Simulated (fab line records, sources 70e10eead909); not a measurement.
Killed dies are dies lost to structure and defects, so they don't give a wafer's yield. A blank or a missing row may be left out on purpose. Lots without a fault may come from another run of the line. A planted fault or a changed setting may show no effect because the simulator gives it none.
Chamber matching | flow nand_harc | NHARC_P_M0_PRE_CLEAN_31 on pecvd-03: 3 sister chambers
The step time 12 s. 3 wafers are shown with their chamber, then 7 later ones without.

WAFERS WITH THEIR CHAMBER
wafer  | chamber | heater_power_w (W)
L088.4 | 0       | 718
L089.3 | 2       | 552
L089.4 | 1       | 620

WAFERS WITHOUT THEIR CHAMBER
wafer  | heater_power_w (W)
L089.5 | 547
L092.3 | 559
L092.4 | 659
L092.5 | 604
L093.2 | 625
L093.3 | 639
L093.4 | 661

WHICH CHAMBER EACH WENT THROUGH
wafer  | from the rows above     | in truth
L089.5 | 2                       | 2
L092.3 | 2                       | 2
L092.4 | can't be placed: 1 or 0 | 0
L092.5 | can't be placed: 1 or 2 | 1
L093.2 | 1                       | 1
L093.3 | 1                       | 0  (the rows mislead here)
L093.4 | can't be placed: 1 or 0 | 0
Placed correctly: 3 of 7. Can't be placed from these rows: 3 (the true chamber is among the candidates in 3). Placed wrongly: 1.
How it was worked out, from the rows above alone: a wafer's distance from a chamber is the root of the sum, over the readings, of the square of ((its reading less the chamber's mean) divided by the reading's scatter). The wafer belongs to the nearest chamber; if the next one is less than 2 further off, it can't be placed. A chamber's mean is the mean of its shown wafers. The scatter: with one shown wafer a chamber, the root of the mean of the squares of how far each hidden wafer lies from its nearest shown one.
